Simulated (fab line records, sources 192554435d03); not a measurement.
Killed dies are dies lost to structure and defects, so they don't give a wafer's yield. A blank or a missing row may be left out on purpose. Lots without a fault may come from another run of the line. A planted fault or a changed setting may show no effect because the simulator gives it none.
Chamber matching | flow n5_finfet | N5_ILD0_ALD_15 on ald_sin-03: 4 sister chambers
The step deposits SiNx, target thk 24 nm, pulse time 1 s, ald cycles 480. 14 wafers are shown with their chamber, then 7 later ones without.

WAFERS WITH THEIR CHAMBER
wafer  | chamber | heater_power_w (W) | precursor_pulse_height_rel
L750.3 | 0       | 819                | 1.024
L750.4 | 2       | 831                | 0.985
L750.5 | 3       | 852                | 0.980
L756.1 | 0       | 824                | 0.982
L756.3 | 3       | 809                | 1.007
L756.4 | 2       | 829                | 1.001
L757.2 | 1       | 944                | 1.036
L757.3 | 3       | 817                | 1.006
L757.4 | 0       | 801                | 1.002
L763.3 | 1       | 983                | 1.003
L763.4 | 0       | 828                | 1.015
L763.6 | 1       | 933                | 1.045
L764.2 | 1       | 962                | 0.991
L764.5 | 2       | 821                | 0.995

SIGNATURES (means of the wafers above)
reading                    | chamber 0 | chamber 1 | chamber 2 | chamber 3 | scatter within a chamber
heater_power_w             | 818.00    | 955.50    | 827.00    | 826.00    | 17.2
precursor_pulse_height_rel | 1.00575   | 1.01875   | 0.99367   | 0.99767   | 0.019
Rule: a wafer's distance from a chamber is the root of the sum, over the readings, of the square of ((its reading less the chamber's mean) divided by the reading's scatter). The wafer belongs to the nearest chamber; if the next one is less than 2 further off, it can't be placed. The scatter: the root of (the sum of the squares of (reading less its chamber's mean) over the shown wafers, divided by (wafers less chambers)).

WAFERS WITHOUT THEIR CHAMBER
wafer  | heater_power_w (W) | precursor_pulse_height_rel
L764.6 | 834                | 0.991
L765.1 | 815                | 0.960
L765.5 | 831                | 0.978
L765.6 | 816                | 0.982
L768.1 | 794                | 0.999
L768.3 | 839                | 0.999
L768.6 | 830                | 0.993

WHICH CHAMBER EACH WENT THROUGH
wafer  | from the rows above          | in truth
L764.6 | can't be placed: 2 or 3 or 0 | 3
L765.1 | can't be placed: 2 or 3 or 0 | 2
L765.5 | can't be placed: 2 or 3 or 0 | 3
L765.6 | can't be placed: 2 or 3 or 0 | 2
L768.1 | can't be placed: 0 or 3 or 2 | 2
L768.3 | can't be placed: 2 or 3 or 0 | 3
L768.6 | can't be placed: 2 or 3 or 0 | 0
Placed correctly: 0 of 7. Can't be placed from these rows: 7 (the true chamber is among the candidates in 7). Placed wrongly: 0.
